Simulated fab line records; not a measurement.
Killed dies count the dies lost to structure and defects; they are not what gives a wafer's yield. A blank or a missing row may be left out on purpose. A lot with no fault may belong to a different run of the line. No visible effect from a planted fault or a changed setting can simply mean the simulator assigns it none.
Matching of chambers    flow nandHarc    4 sister chambers for NHARC_P_M2_STRIP_18 on rieDiel-01
The step strips in N2/H2. 4 wafers are shown with their chamber, then 12 later ones without.

WAFERS PAIRED WITH THEIR CHAMBERS
wafer   chamber  showerheadPlenumPTorr (Torr)
L086.6  3        2.13
L088.4  0        1.93
L087.5  1        2.10
L087.6  2        2.02

WAFERS WITHOUT THEIR CHAMBER
wafer   showerheadPlenumPTorr (Torr)
L089.1  2.10
L089.3  2.13
L089.4  1.93
L092.1  2.02
L092.5  2.10
L092.6  2.02
L093.2  1.93
L093.3  2.02
L093.5  2.02
L095.1  2.02
L095.4  2.09
L095.5  2.02

THE CHAMBER EACH PASSED THROUGH
wafer   from the rows above  in truth
L089.1  1                    1
L089.3  3                    3
L089.4  0                    0
L092.1  2                    2
L092.5  1                    1
L092.6  2                    2
L093.2  0                    0
L093.3  2                    2
L093.5  2                    2
L095.1  2                    2
L095.4  1                    1
L095.5  2                    2
Correctly placed: 12 of 12. Not placeable from these rows: 0. Placed wrongly: 0.
How it was worked out, from the rows above alone: a wafer's distance from a chamber is the root of the sum, over the readings, of the square of ((its reading less the chamber's mean) divided by the reading's scatter). If the next closest chamber is less than 2 further off than the closest, the wafer can't be placed; otherwise it belongs to the closest. Each chamber's mean is taken over the wafers shown for it. The scatter (one wafer shown for each chamber): square how far every hidden wafer sits from the nearest shown wafer, average those squares and take the square root.
